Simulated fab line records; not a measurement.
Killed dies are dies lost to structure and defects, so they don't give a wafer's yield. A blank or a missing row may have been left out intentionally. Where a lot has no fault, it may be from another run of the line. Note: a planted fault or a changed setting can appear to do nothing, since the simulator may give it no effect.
2 desks, one fault    flow n5_finfet    each desk has only its own numbers; what lay behind them comes last

## THE METROLOGY DESK
What the gauges read, lot by lot, whatever tool the lot ran on: means of the sampled wafers that have a number. If a lot's mean is further than 4 standard deviations from the usual mean, the lot is out of limits and carries the mark OUT (the distance appears in the brackets).
Columns: A = TV_OVL at N5_PASSIVATION_OVL_MEAS_60, usual 3 nm
lot   first seen here  A
L721  day 12 18:18     -2
L720  day 13 09:03     -3
L722  day 13 09:23     3
L724  day 13 18:12     -7
L725  day 13 21:17     2
L728  day 14 07:46     6
L732  day 15 21:15     -4
L731  day 15 21:56     1
L735  day 16 01:40     3
L733  day 16 07:30     9
L739  day 16 18:37     -4
L740  day 17 15:38     -3
L742  day 18 07:30     8
This desk's finding: nothing out of limits on any of the 13 lots.

## THE TOOL OWNER'S DESK: pvd_sputter-03
Per lot that ran on this tool, the mean of the sampled wafers carrying a number, from the tool's own readings at N5_BEOL_M13_PRE_CLEAN_42 (time 30 s). If a lot's mean is further than 4 standard deviations from the usual mean, the lot is out of limits and carries the mark OUT (the distance appears in the brackets).
Columns: A = heater_power_w at N5_BEOL_M13_PRE_CLEAN_42, usual 317 W; B = susceptor_temp_C at N5_BEOL_M13_PRE_CLEAN_42, usual 250.00 C
lot   first seen here  A    B
L721  day 11 23:31     313  249.98
L724  day 12 22:04     323  249.94
L725  day 13 02:18     334  250.07
L728  day 13 10:37     302  249.92
This desk's finding: nothing out of limits on any of the 4 lots.

## TAKEN TOGETHER
The metrology desk saw nothing out of limits.
The desk of the tool owner found nothing out of limits.

## WHAT WAS PUT IN BY THE SIMULATOR
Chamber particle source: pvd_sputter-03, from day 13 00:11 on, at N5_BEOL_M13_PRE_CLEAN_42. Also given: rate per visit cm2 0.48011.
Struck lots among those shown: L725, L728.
